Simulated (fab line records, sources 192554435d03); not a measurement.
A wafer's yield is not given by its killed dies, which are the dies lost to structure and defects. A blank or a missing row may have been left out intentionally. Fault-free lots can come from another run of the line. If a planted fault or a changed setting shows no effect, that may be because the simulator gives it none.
Matching of chambers | flow n5-finfet | N5_BEOL_M10_ALD_74 on ald-metal-01: 4 sister chambers
The step deposits TaN, target thk 2 nm, pulse time 2 s, purge time 3 s. 16 wafers are shown with their chamber, then 8 later ones without.

EACH WAFER AND ITS CHAMBER
wafer  | chamber | heater-power-w (W) | precursor-vessel-pressure-torr (Torr) | susceptor-temp-C (C)
L075.1 | 2       | 415                | 26.20                                 | 275.22
L075.2 | 0       | 401                | 26.21                                 | 274.85
L075.6 | 1       | 425                | 26.25                                 | 274.86
L078.2 | 1       | 425                | 26.25                                 | 275.17
L078.3 | 2       | 420                | 26.19                                 | 274.89
L078.6 | 2       | 409                | 26.23                                 | 274.84
L077.4 | 2       | 427                | 26.25                                 | 275.07
L077.5 | 3       | 366                | 26.20                                 | 274.81
L077.6 | 2       | 430                | 26.24                                 | 275.02
L079.1 | 1       | 434                | 26.23                                 | 275.13
L079.4 | 0       | 407                | 26.23                                 | 275.45
L079.6 | 2       | 420                | 26.26                                 | 274.80
L087.1 | 1       | 407                | 26.17                                 | 275.08
L087.2 | 3       | 330                | 26.32                                 | 275.21
L087.5 | 3       | 332                | 26.33                                 | 275.29
L089.2 | 2       | 439                | 26.25                                 | 274.93

SIGNATURES (averages over the wafers above)
reading                        | chamber 0 | chamber 1 | chamber 2 | chamber 3 | scatter within a chamber
heater-power-w                 | 404.00    | 422.75    | 422.86    | 342.67    | 12.3
precursor-vessel-pressure-torr | 26.2200   | 26.2250   | 26.2314   | 26.2833   | 0.0401
susceptor-temp-C               | 275.1500  | 275.0600  | 274.9671  | 275.1033  | 0.204
Rule: distance of a wafer from a chamber = root of the sum over the readings of ((wafer's reading minus chamber's mean) / reading's scatter) squared. The wafer belongs to the nearest chamber; if the next one is less than 2 further off, it can't be placed. The scatter: take each reading less its chamber's mean, square it, sum over the shown wafers, divide by the number of wafers less the number of chambers, and take the root.

WAFERS WHOSE CHAMBER IS MISSING
wafer  | heater-power-w (W) | precursor-vessel-pressure-torr (Torr) | susceptor-temp-C (C)
L089.3 | 414                | 26.24                                 | 275.00
L089.5 | 400                | 26.25                                 | 274.72
L090.2 | 426                | 26.19                                 | 275.11
L090.4 | 431                | 26.23                                 | 275.03
L090.6 | 331                | 26.22                                 | 275.27
L092.1 | 400                | 26.29                                 | 275.18
L092.2 | 331                | 26.25                                 | 275.01
L092.4 | 431                | 26.21                                 | 275.17

WHICH CHAMBER EACH ONE RAN IN
wafer  | from the rows above          | in truth
L089.3 | can't be placed: 2 or 1 or 0 | 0
L089.5 | can't be placed: 0 or 2 or 1 | 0
L090.2 | can't be placed: 1 or 2 or 0 | 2
L090.4 | can't be placed: 1 or 2 or 0 | 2
L090.6 | 3                            | 3
L092.1 | can't be placed: 0 or 1 or 2 | 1
L092.2 | 3                            | 3
L092.4 | can't be placed: 1 or 2 or 0 | 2
Correctly placed: 2 of 8. Not placeable from these rows: 6 (in 6, the candidates include the true chamber). Wrongly placed: 0.
